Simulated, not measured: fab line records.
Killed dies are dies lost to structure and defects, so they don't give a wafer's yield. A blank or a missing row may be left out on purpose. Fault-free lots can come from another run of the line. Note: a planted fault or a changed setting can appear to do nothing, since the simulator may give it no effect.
Chamber matching ; flow n5Finfet ; N5_BEOL_M2_DESCUM_33 on rieDiel-05 has 4 sister chambers
The step chemistry O2, time 7 s. 14 wafers are shown with their chamber, then 7 later ones without.

== WAFERS PAIRED WITH THEIR CHAMBERS ==
wafer;chamber;drypumpMotorCurrentA (A);showerheadPlenumPTorr (Torr);throttleValvePct (%)
L075.3;3;5.9;2.11;20.87
L075.4;1;5.3;2.16;20.63
L075.6;3;5.8;2.11;20.87
L076.2;2;5.3;2.15;20.70
L076.3;0;6.0;2.00;20.53
L076.5;3;5.8;2.11;20.88
L081.2;2;5.3;2.14;20.73
L081.5;2;5.3;2.14;20.73
L081.6;1;5.3;2.15;20.66
L083.1;0;6.0;2.00;20.53
L083.2;3;5.8;2.10;20.91
L083.4;1;5.3;2.15;20.67
L086.2;1;5.3;2.14;20.69
L086.4;0;6.0;1.99;20.57

SIGNATURES, as means of the wafers listed above
reading;chamber 0;chamber 1;chamber 2;chamber 3;scatter within a chamber
drypumpMotorCurrentA;6.000;5.300;5.300;5.825;0.0274
showerheadPlenumPTorr;1.9967;2.1500;2.1433;2.1075;0.00639
throttleValvePct;20.5433;20.6625;20.7200;20.8825;0.0215
Rule: a wafer lies at a distance from a chamber equal to the root of the sum of squares, over the readings, of (its reading less the chamber's mean, divided by the reading's scatter). The wafer belongs to the nearest chamber; if the next one is less than 2 further off, it can't be placed. The scatter is the square root of a quotient: the sum, over the shown wafers, of each reading's squared deviation from its chamber's mean, divided by wafers minus chambers.

== WAFERS WHOSE CHAMBER IS MISSING ==
wafer;drypumpMotorCurrentA (A);showerheadPlenumPTorr (Torr);throttleValvePct (%)
L086.6;5.2;2.14;20.70
L094.2;5.3;2.13;20.77
L094.3;5.9;2.09;20.96
L094.5;5.3;2.13;20.75
L097.1;5.3;2.13;20.75
L097.4;5.3;2.14;20.71
L097.5;5.3;2.13;20.77

== CHAMBER TAKEN BY EACH ==
wafer;from the rows above;in truth
L086.6;can't be placed: 2 or 1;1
L094.2;2;2
L094.3;3;3
L094.5;2;2
L097.1;2;2
L097.4;2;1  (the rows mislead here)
L097.5;2;2
Placed correctly: 5 of 7. Cannot be placed on the basis of these rows: 1; the candidates contain the true chamber in 1. 1 placed wrongly.
